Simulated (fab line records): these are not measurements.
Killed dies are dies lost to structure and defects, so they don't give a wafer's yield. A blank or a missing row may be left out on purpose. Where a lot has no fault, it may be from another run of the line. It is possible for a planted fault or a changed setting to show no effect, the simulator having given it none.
A lot that was struck, set against a sound lot	flow n5Finfet	16 steps out of a route of 1938
Sound: wafers L567.1, L567.3, L567.5. Struck: wafer L576.3 (left out: L576.5, L576.6 of the same lot, which were not struck); the cause appears at the end.
At each step with rows: each side's tool, then ch and its chambers, then its first start. Under that, the readings that differ: sound wafers	struck wafers	difference of the means	sigmas: that difference in standard deviations of wafers without a fault.
alike: same words and numbers on both sides, and readings whose means sit less than 2 such deviations apart. not compared: any withheld reading, any reading some wafer has no value for, any bound like >300 that may hide the same value, and any number with overlapping values for which the record gives no deviation.
The two part at a step that has a row with sigmas, a row that says differs or no value, or rows on one side only. Non-overlapping numbers with no deviation appear without sigmas and do not part them. A reading missing from all wafers of one side parts the sides only when that side holds two or more wafers.

first, 7 steps without rows for these wafers: N5_MOL_CONTACT_COAG_COAT_77 (time 60 s, resist thk 10 nm); N5_MOL_CONTACT_COAG_COAT_78 (resist thk 40 nm); N5_MOL_CONTACT_COAG_EBR_80; N5_MOL_CONTACT_COAG_SOFTBAKE_79 (time 60 s); N5_MOL_CONTACT_COAG_EXPOSE_81 (exposes mask VG, defocus 0 nm); N5_MOL_CONTACT_COAG_PEB_82 (peb time 60 s); N5_MOL_CONTACT_COAG_DEVELOP_83 (develop time 30 s).
N5_MOL_CONTACT_COAG_CD_MEAS_84 targets a cd of 25.1 nm.
  sound on cdSem-02 ch 0, day 8 07:43; struck on cdSem-02 ch 0, day 10 15:10
  alike: cdNm
N5_MOL_CONTACT_COAG_OVL_MEAS_85:
  sound on overlay-02 ch 0, day 8 07:46; struck on overlay-02 ch 0, day 10 15:13
reading	sound	struck	difference	sigmas
VG_OVL (nm)	0.8 0.2 0.6	2.1	+1.6	+2
N5_MOL_CONTACT_COAG_INSPECT_57: inspects for defects (brightfield).
  sound on defectInspect-02, day 8 07:49; struck on defectInspect-02, day 10 15:16
reading	sound	struck	difference	sigmas
rawDefectCount	188 161 215	100	-88	-2
N5_MOL_CONTACT_COAG_DESCUM_88: chemistry O2, time 7 s.
  sound on rieDiel-03 ch 0,2,3, day 8 07:51; struck on rieDiel-03 ch 0, day 10 15:17
reading	sound	struck	difference	sigmas
tempC (C)	39.97 40.21 39.95	39.74	-0.30	-3
  alike: drypumpMotorCurrentA, oesProductAu, rfFwdPowerW, rfVppV, showerheadPlenumPTorr, throttleValvePct
  not compared: rfHoursCounterH
N5_MOL_CONTACT_COAG_ETCH_89: etches underlayer in N2/H2, target depth 13 nm, time 10.4 s.
  sound on rieDiel-03 ch 0,2,3, day 8 07:53; struck on rieDiel-03 ch 0, day 10 15:19
  alike: drypumpMotorCurrentA, etchRfOnTimeS, oesProductAu, rfFwdPowerW, rfVppV, showerheadPlenumPTorr, throttleValvePct
  not compared: rfHoursCounterH
N5_MOL_CONTACT_COAG_ETCH_90: etches SiARC in CF4, target depth 13 nm, time 21.7 s.
  sound on rieDiel-03 ch 0,2,3, day 8 07:54; struck on rieDiel-03 ch 0, day 10 15:20
reading	sound	struck	difference	sigmas
etchRfOnTimeS (s)	21.6 21.9 21.6	26.9	+5.2	+16
rfVppV (V)	184.1 182.7 185.2	186.5	+2.5	+2
  alike: drypumpMotorCurrentA, mfcArSccm, oesProductAu, rfFwdPowerW, showerheadPlenumPTorr, throttleValvePct
  not compared: rfHoursCounterH
N5_MOL_CONTACT_COAG_ALD_131: deposits SiO2, target thk 5 nm, pulse time 1 s, co reactant pulse time 1 s.
  sound on aldSin-01 ch 1,3, day 8 07:59; struck on aldSin-03 ch 0, day 10 15:25
  alike: heaterPowerW, precursorPulseHeightRel
-- record jumps: 6 days separate the struck wafers' starts on either side; left off in module MOL_CONTACT_COAG, taken up again in module BEOL_M4, whose first shown step is the route's number 1111 --
N5_BEOL_M4_RC_MEAS_101:
  sound on prober-02 ch 0, day 13 18:40; struck on prober-02 ch 0, day 16 12:21
reading	sound	struck	difference	sigmas
ION_P (uA/um)	468 472 458	450	-16	-3
VT_P (mV)	-250 -249 -247	-257	-8	-3
  alike: DIBL_N, DIBL_P, IOFF_N, IOFF_P, ION_N, SS_N, SS_P, VT_N
then, 1 step without rows for these wafers: N5_PASSIVATION_PROBE_49.

== WHERE THEY PART ==
Last at N5_BEOL_M4_RC_MEAS_101 as far as this record goes, first at N5_MOL_CONTACT_COAG_OVL_MEAS_85.

WHY: whatever the simulator had introduced
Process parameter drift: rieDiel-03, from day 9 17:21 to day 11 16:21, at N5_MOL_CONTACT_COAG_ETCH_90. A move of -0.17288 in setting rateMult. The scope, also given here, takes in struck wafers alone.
